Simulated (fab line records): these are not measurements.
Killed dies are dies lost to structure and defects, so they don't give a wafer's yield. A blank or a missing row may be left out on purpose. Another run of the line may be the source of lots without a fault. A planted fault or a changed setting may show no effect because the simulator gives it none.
Problem report, 8D (eight disciplines) form, completed by code ; flow nand_harc ; the parts of the form that need people (team, actions taken, sign-off) are left out

1. PROBLEM STATEMENT
raw_defect_count at NHARC_P_ZERO_WELL_INSPECT_43 reads a mean of 1264 on 2 wafers of 2 lots; wafers without a fault read 13 with a standard deviation of 5.7. So: +99 or more standard deviations from the usual mean.
First observed at day 8 21:36: wafer L531.2, on defect_inspect-02. At this step, 36 wafers from 12 lots have a number in the record. Rule for "out", or "out of limits": more than 4 standard deviations from the usual mean. All remaining wafers that have a number are taken as sound.

2. WHAT IT IS; WHAT IT IS NOT
question;is;is not
which readings at this step;raw_defect_count;-
which lots;L531, L532;L516, L517, L518, L522, L524, L525, L530, L535, L536, L538
which wafers of those lots;L531.2, L532.2;L531.3, L531.4, L532.4, L532.5
read on which gauges;defect_inspect-01, defect_inspect-02;-
when;from day 8 21:36;"up to then (23 sound wafers); but 11 sound wafers of L532, L535, L536, L538 came after"

3. WHAT RULES OUT EACH SUSPECT
Counting: if a tool at a process step up to the reading ran every lot that is out, it stays a suspect. Sound lots after the first of them don't rule it out here, since some wafers of a struck lot are sound.
- ruled out: the gauge at NHARC_P_ZERO_WELL_INSPECT_43. 2 gauges (defect_inspect-01, defect_inspect-02) read the wafers that are out.
- rie_diel-07 at NHARC_P_ZERO_WELL_DESCUM_13 (chemistry O2, time 3 s): kept. It processed each lot that is out (first: L531, day 8 13:28); up to then, its last sound lot is L524 (day 5 15:23).
- rie_diel-07 at NHARC_P_ZERO_WELL_ETCH_65 (etches the open film in N2/H2, target depth 80 nm, overetch 24 nm, time 87.88 s): kept. It processed each lot that is out (first: L531, day 8 13:34); up to then, its last sound lot is L524 (day 5 15:29).
- Within rie_diel-07 at NHARC_P_ZERO_WELL_DESCUM_13: the wafers that are out ran in chamber 1; their sound lot-mates ran in chambers 2, 3.
- Within rie_diel-07 at NHARC_P_ZERO_WELL_ETCH_65: the wafers that are out ran in chamber 1; their sound lot-mates ran in chambers 0, 2, 3.
Remaining after the count are rie_diel-07 at NHARC_P_ZERO_WELL_DESCUM_13 and rie_diel-07 at NHARC_P_ZERO_WELL_ETCH_65.

4. THE CAUSE (what the simulator had put in)
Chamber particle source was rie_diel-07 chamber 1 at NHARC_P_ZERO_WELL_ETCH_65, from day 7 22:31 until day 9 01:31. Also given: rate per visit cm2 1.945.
Of the 2 suspects that counting leaves, this tool is one.

5. THE EFFECT CHAIN, in route order
Each row: a reading where the mean over the struck wafers with a number is more than 3 standard deviations away from the usual. Scope: only readings with a usual standard deviation given in the record; hours: median across lots of the time from each lot's start at the first step in this table that gives one to its start at this step; sigmas: change in usual standard deviations.
hours;step;reading;usual;on struck wafers;change;sigmas
0;NHARC_P_ZERO_WELL_INSPECT_43;raw_defect_count;13;1264;+1250;+99 or more
550;NHARC_END_SORT_01;killed_at_periphery;3.8;112.5;+108.7;+45
550;NHARC_END_SORT_01;killed_dies;58;163;+105;+5.0

6. HOW IT WOULD HAVE BEEN CAUGHT EARLIER
In this record the first reading out of limits at a measuring or inspecting step was taken at day 8 21:36, 23 hours after the fault began at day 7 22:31.
An alarm limit of 4 standard deviations would not have fired on the tool readings at NHARC_P_ZERO_WELL_ETCH_65 for which the record gives a usual standard deviation, since none of them was out on any struck wafer.
Lots out: 2; of these, L532 started NHARC_P_ZERO_WELL_ETCH_65 on rie_diel-07 after day 8 21:36. Had the tool been put on hold then, it would have been spared.
